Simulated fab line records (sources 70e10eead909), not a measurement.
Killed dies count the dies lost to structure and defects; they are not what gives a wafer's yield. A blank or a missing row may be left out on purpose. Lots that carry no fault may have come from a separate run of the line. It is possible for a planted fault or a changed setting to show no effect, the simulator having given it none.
fab line records	flow nand_harc
record: lots: 12	wafers: 36	last_day: 24
route steps=1159 shown A_ONON_D1@429 A_CHANNEL_HOLE_D1@468
lots that met no fault: from a run of the same line without faults
start_h: hours from the record's opening day to when the first of the lot's shown wafers began	wait_h: how many hours have passed since the lot's step before this one	" unchanged from the row above	L1.1+2: several wafers, shown together as one row	- either no value or no given start	* or withheld: withheld	< > ~ a bound
route shown NAME@n: names a module that has steps shown in the file, with the first one's number in the route	usual: mean/standard deviation taken from wafers without a fault	same: alike in all rows	chamber/n: place in a boat	sites: the reading at each site	_std_site: standard deviation of those values	_edge_site: mean of outer sites minus mean of inner sites	radius_mm: for every site, how far away it sits from the centre of the wafer	mask NAME#n: copy n	behind: the tool/chamber that last shaped the wafer	hold: the reason the lot was held/the length of the hold in hours/how it ended	device: transistor that didn't switch, given as n, p or np	end of line: the tests these same wafers got at the end of their route	where a step has no rows: the recipe by itself	killed: dies lost to structure and defects at the first sort, not the wafer's yield	map: dies across one wafer; x = killed, . = not, _ = none there
set.NAME: setting as actually run; set.NAME@STEP: the setting as run at that earlier step	model.NAME: the simulator's own value behind a step, which no gauge read
one table for each step of the route and one row for each wafer, over a sample of lots
services: when a tool's chamber went out of use (start_h, in hours from the record's first day, below 0 if earlier), for how many hours, and the reason
== steps ==
step: NHARC_A_ONON_D1_THK_MEAS_08
recipe: thk_meas_gauge: ellipsometry
usual: thk_nm: 997/10
lot.wafer	tool	chamber	start_h	wait_h	thk_nm
L378.1	film_metro-02	-	165.03	-	1005
L378.2	"	-	"	"	1005
L378.6	"	-	"	"	1006
L376.1	film_metro-01	-	165.09	-	1012
L376.2	"	-	"	"	1012
L376.5	"	-	"	"	1012
L381.1	film_metro-02	-	181.34	-	994
L381.3	"	-	"	"	993
L381.4	"	-	"	"	992
L389.2	film_metro-01	-	234.83	-	1006
L389.4	"	-	"	"	1006
L389.5	"	-	"	"	1008
L391.2	film_metro-02	-	234.83	-	984
L391.4	"	-	"	"	984
L391.6	"	-	"	"	985
L387.1	film_metro-02	-	234.86	-	982
L387.2	"	-	"	"	980
L387.3	"	-	"	"	979
L388.1	film_metro-01	-	245.23	-	984
L388.3	"	-	"	"	983
L388.6	"	-	"	"	985
L392.3	film_metro-02	-	259.39	-	1000
L392.5	"	-	"	"	1001
L392.6	"	-	"	"	1001
L393.1	film_metro-01	-	264.66	-	997
L393.3	"	-	"	"	997
L393.4	"	-	"	"	997
L396.1	film_metro-02	-	276.51	-	988
L396.2	"	-	"	"	985
L396.6	"	-	"	"	984
L398.2	film_metro-01	-	288.24	-	1000
L398.3	"	-	"	"	1002
L398.6	"	-	"	"	1001
L399.2	film_metro-02	-	288.57	-	994
L399.4	"	-	"	"	995
L399.6	"	-	"	"	996
step: NHARC_A_CHANNEL_HOLE_D1_ETCH_34
recipe: target_depth_a: 1540	time_s: 77	cf4_flow_sccm: 100	chf3_flow_sccm: 30	ar_flow_sccm: 0	rf_w: 500	bias_w: 200	chemistry: CF4/CHF3
usual: drypump_motor_current_A: 5.6/0.54	oes_product_au: 0.933/0.022	rf_fwd_power_W: 495.3/2	rf_vpp_V: 370.9/2.3	showerhead_plenum_p_Torr: 1.58/0.063	throttle_valve_pct: 16.804/0.0092
lot.wafer	tool	chamber	start_h	wait_h	drypump_motor_current_A	oes_product_au	rf_fwd_power_W	rf_hours_counter_h	rf_vpp_V	showerhead_plenum_p_Torr	throttle_valve_pct
L378.1	rie_diel-12	2	185.98	-	5.1	0.910	496.9	9	369.6	1.58	16.800
L378.2	"	3	"	"	5.1	0.930	497.9	9	372.9	1.65	16.803
L378.6	"	3	"	"	5.1	0.916	495.6	-	372.8	1.65	16.810
L376.2	rie_diel-10	1	186.13	-	5.7	0.975	497.1	0	373.2	1.64	16.803
L376.1	"	2	"	"	5.3	0.963	497.4	0	369.7	1.55	16.782
L376.5	"	2	"	"	5.3	0.968	497.3	-	368.9	1.55	16.803
L381.3	rie_diel-12	1	198.31	-	5.7	0.927	497.2	11	370.3	1.58	16.802
L381.1	"	2	"	"	5.1	0.922	495.1	11	369.9	1.58	16.785
L381.4	"	0	"	"	6.7	0.929	493.0	10	373.6	1.69	16.810
L391.2	rie_diel-10	3	249.22	-	5.1	0.919	499.7	6	367.6	1.49	16.797
L391.4	"	0	"	"	5.9	0.923	492.7	4	366.3	1.51	16.798
L391.6	"	3	"	"	5.1	0.919	498.7	-	369.4	1.49	16.807
L387.2	rie_diel-12	3	249.36	-	5.1	0.850	498.4	3	372.7	1.65	16.796
L387.1	"	1	"	"	5.7	0.865	493.9	3	372.3	1.58	16.798
L387.3	"	2	"	"	5.1	0.864	495.6	3	369.8	1.57	16.787
L389.4	rie_diel-10	1	249.93	-	5.7	0.933	493.7	5	372.0	1.64	16.808
L389.2	"	3	"	"	5.1	0.910	499.0	6	366.9	1.49	16.816
L389.5	"	1	"	"	5.7	0.932	492.8	-	373.7	1.64	16.800
L388.3	rie_diel-10	3	260.64	-	5.1	0.918	498.0	7	368.5	1.49	16.799
L388.1	"	0	"	"	5.9	0.916	493.6	6	369.9	1.51	16.821
L388.6	"	2	"	"	5.3	0.903	498.5	-	371.4	1.55	16.805
L392.3	rie_diel-10	0	271.40	-	5.9	0.924	493.1	6	369.1	1.51	16.808
L392.5	"	0	"	"	5.9	0.921	494.7	-	368.6	1.51	16.795
L392.6	"	1	"	"	5.7	0.920	498.3	-	374.5	1.64	16.813
L393.4	rie_diel-10	0	280.14	-	5.9	0.942	496.5	8	368.3	1.51	16.807
L393.3	"	1	"	"	5.7	0.920	497.1	10	372.7	1.63	16.798
L393.1	"	2	"	"	5.3	0.923	495.1	10	370.1	1.55	16.810
L396.1	rie_diel-10	2	292.78	-	5.3	0.910	495.5	11	369.3	1.55	16.814
L396.2	"	3	"	"	5.1	0.922	496.8	11	367.9	1.49	16.801
L396.6	"	0	"	"	5.9	0.899	495.0	-	368.3	1.51	16.808
L399.4	rie_diel-10	3	306.04	-	5.1	0.925	493.3	11	368.7	1.49	16.808
L399.2	"	2	"	"	5.3	0.917	495.0	12	369.9	1.55	16.825
L399.6	"	0	"	"	5.9	0.902	493.6	-	369.5	1.51	16.798
L398.2	rie_diel-12	1	306.35	-	5.7	0.977	493.1	7	369.5	1.58	16.799
L398.3	"	2	"	"	5.1	0.949	497.6	7	371.4	1.57	16.812
L398.6	"	0	"	"	6.7	0.983	493.2	-	373.9	1.69	16.798
step: NHARC_A_CHANNEL_HOLE_D1_ETCH_24
recipe: bias_v: 5000	source_w: withheld	pressure_mtorr: 20	time_s: 906.2	ar_flow_sccm: 375	c4f8_flow_sccm: 93.8	o2_flow_sccm: 31.2	temp_c: -20	target_depth_a: 15000	chemistry: C4F8/O2/Ar
usual: drypump_motor_current_A: 5.6/0.45	showerhead_plenum_p_Torr: 3.73/0.087	throttle_valve_pct: 32.237/0.0094
lot.wafer	tool	chamber	start_h	wait_h	drypump_motor_current_A	rf_hours_counter_h	showerhead_plenum_p_Torr	throttle_valve_pct
L378.2	har_etch-01	1	188.87	0.6	5.1	197	3.82	32.230
L378.1	"	0	"	"	5.6	197	3.79	32.226
L378.6	"	0	"	"	5.6	-	3.79	32.248
L376.1	har_etch-02	0	189.01	0.6	5.2	102	3.80	32.224
L376.2	"	1	"	"	6.2	102	3.61	32.223
L376.5	"	1	"	"	6.2	-	3.61	32.231
L381.1	har_etch-02	1	201.31	0.6	6.2	109	3.61	32.238
L381.4	"	0	"	"	5.2	-	3.79	32.243
L381.3	"	1	"	"	6.2	-	3.61	32.226
L387.1	har_etch-01	1	252.24	0.6	5.1	225	3.80	32.244
L387.2	"	0	"	"	5.6	225	3.77	32.229
L387.3	"	1	"	"	5.1	-	3.80	32.238
L391.2	har_etch-02	0	252.25	0.6	5.3	130	3.78	32.247
L391.4	"	1	"	"	6.2	-	3.60	32.237
L391.6	"	1	"	"	6.2	-	3.60	32.239
L389.2	har_etch-02	1	256.44	0.6	6.2	134	3.59	32.235
L389.4	"	0	"	"	5.3	-	3.78	32.255
L389.5	"	1	"	"	6.2	-	3.59	32.233
L388.1	har_etch-02	0	263.51	0.6	5.2	137	3.78	32.225
L388.3	"	0	"	"	5.2	-	3.78	32.238
L388.6	"	1	"	"	6.2	-	3.59	32.229
L392.3	har_etch-01	1	274.55	0.6	5.1	-	3.80	32.247
L392.6	"	1	"	"	5.1	-	3.80	32.241
L392.5	"	0	"	"	5.6	-	3.77	32.235
L393.1	har_etch-01	1	283.02	0.6	5.1	241	3.79	32.231
L393.3	"	1	"	"	5.1	-	3.79	32.240
L393.4	"	0	"	"	5.6	-	3.76	32.247
L396.1	har_etch-01	1	295.66	0.6	5.1	246	3.79	32.245
L396.2	"	0	"	"	5.6	246	3.76	32.228
L396.6	"	0	"	"	5.6	-	3.76	32.227
L399.2	har_etch-02	1	309.07	0.6	6.2	158	3.58	32.217
L399.4	"	1	"	"	6.2	-	3.58	32.240
L399.6	"	1	"	"	6.2	-	3.58	32.229
L398.2	har_etch-02	1	313.11	0.6	6.2	161	3.58	32.230
L398.3	"	0	"	"	5.3	-	3.76	32.223
L398.6	"	0	"	"	5.3	-	3.77	32.233
step: NHARC_A_CHANNEL_HOLE_D1_ETCH_25
recipe: bias_v: 5000	source_w: withheld	pressure_mtorr: 20	time_s: 1040.2	ar_flow_sccm: 375	c4f8_flow_sccm: 93.8	o2_flow_sccm: 31.2	temp_c: -20	target_depth_a: 15000	chemistry: C4F8/O2/Ar
usual: drypump_motor_current_A: 5.6/0.45	showerhead_plenum_p_Torr: 3.73/0.088	throttle_valve_pct: 32.236/0.01
lot.wafer	tool	chamber	start_h	wait_h	drypump_motor_current_A	rf_hours_counter_h	showerhead_plenum_p_Torr	throttle_valve_pct
L378.2	har_etch-01	1	189.63	0.6	5.1	198	3.82	32.239
L378.1	"	0	"	"	5.6	198	3.79	32.224
L378.6	"	0	"	"	5.6	-	3.79	32.218
L376.1	har_etch-02	0	189.76	0.6	5.3	102	3.80	32.243
L376.2	"	1	"	"	6.2	102	3.61	32.240
L376.5	"	1	"	"	6.2	-	3.61	32.217
L381.1	har_etch-02	1	202.10	0.7	6.2	110	3.61	32.244
L381.4	"	0	"	"	5.2	-	3.79	32.238
L381.3	"	1	"	"	6.2	-	3.61	32.248
L387.1	har_etch-01	1	253.02	0.6	5.1	226	3.80	32.252
L387.2	"	0	"	"	5.6	226	3.77	32.239
L387.3	"	1	"	"	5.1	-	3.80	32.210
L391.2	har_etch-02	0	253.05	0.7	5.3	130	3.78	32.242
L391.4	"	1	"	"	6.2	-	3.60	32.254
L391.6	"	1	"	"	6.2	-	3.60	32.230
L389.2	har_etch-02	1	257.23	0.7	6.2	134	3.59	32.209
L389.4	"	0	"	"	5.2	-	3.78	32.235
L389.5	"	1	"	"	6.2	-	3.59	32.224
L388.1	har_etch-02	0	264.27	0.6	5.3	138	3.78	32.253
L388.3	"	0	"	"	5.2	-	3.78	32.247
L388.6	"	1	"	"	6.2	-	3.59	32.250
L392.3	har_etch-01	1	275.36	0.7	5.1	-	3.80	32.247
L392.6	"	1	"	"	5.1	-	3.80	32.232
L392.5	"	0	"	"	5.6	-	3.77	32.245
L393.1	har_etch-01	1	283.78	0.6	5.1	242	3.79	32.236
L393.3	"	1	"	"	5.1	-	3.79	32.246
L393.4	"	0	"	"	5.6	-	3.76	32.199
L396.1	har_etch-01	1	296.43	0.6	5.1	247	3.79	32.263
L396.2	"	0	"	"	5.6	247	3.76	32.251
L396.6	"	0	"	"	5.6	-	3.76	32.222
L399.2	har_etch-02	1	309.86	0.7	6.2	158	3.58	32.222
L399.4	"	1	"	"	6.2	-	3.58	32.238
L399.6	"	1	"	"	6.3	-	3.58	32.208
L398.2	har_etch-02	1	313.88	0.6	6.2	162	3.58	32.240
L398.3	"	0	"	"	5.2	-	3.76	32.236
L398.6	"	0	"	"	5.3	-	3.76	32.231
== services ==
tool	chamber	start_h	hours	kind
rie_diel-10	-	176.50	9.0	pm
rie_diel-10	0	176.50	9.0	vent_cycle
rie_diel-10	1	176.50	9.0	vent_cycle
rie_diel-10	2	176.50	9.0	vent_cycle
rie_diel-10	3	176.50	9.0	vent_cycle
rie_diel-10	0	185.50	-	clean
rie_diel-10	1	185.50	-	clean
rie_diel-10	2	185.50	-	clean
rie_diel-10	3	185.50	-	clean
rie_diel-12	-	202.40	9.0	pm
rie_diel-10	0	210.00	-	clean
rie_diel-10	1	210.00	-	clean
rie_diel-10	2	210.00	-	clean
rie_diel-10	3	210.00	-	clean
rie_diel-10	0	225.25	10.0	repair
rie_diel-10	1	234.65	-	clean
rie_diel-10	2	234.65	-	clean
rie_diel-10	3	234.65	-	clean
rie_diel-10	0	259.15	-	clean
rie_diel-10	1	259.15	-	clean
rie_diel-10	2	259.15	-	clean
har_etch-01	-	305.00	17.0	pm
har_etch-01	0	305.00	17.0	vent_cycle
har_etch-01	1	305.00	17.0	vent_cycle
== key ==
first_sign: step: NHARC_A_CHANNEL_HOLE_D1_ETCH_34	reading: oes_product_au	direction: down	sigmas: 3.3	usual: 0.933	struck: 0.860
effect none on later readings
met_at NHARC_A_CHANNEL_HOLE_D1_ETCH_34
struck_lots L387
later_rows_left_out L387.1,L387.2,L387.3
sort_left_out L387.1,L387.2,L387.3
tester_left_out L387
not_acting_at NHARC_A_ONON_D1_THK_MEAS_08,NHARC_A_CHANNEL_HOLE_D1_ETCH_24,NHARC_A_CHANNEL_HOLE_D1_ETCH_25
onset_between 198.31 249.36
fault: kind: process_parameter_drift	tool: rie_diel-12	chamber: -	onset_h: 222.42	steps: NHARC_A_CHANNEL_HOLE_D1_ETCH_34	channel: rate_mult	offset: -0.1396	shape: step	end_h: 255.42
tester_left_out: of these lots the tester's yield and bins aren't shown, on N5 and GAA mostly nor the transistor test; their killed dies are dies lost to structure and defects alone, not to doping, threshold or leakage, so they don't give the yield
sort_left_out: the simulated sort isn't trusted on such a fault, so these wafers' sort isn't shown, and their yield isn't known
later_rows_left_out: the simulator's readings of these wafers behind a module that went badly wrong aren't trusted and aren't shown, but for the sort
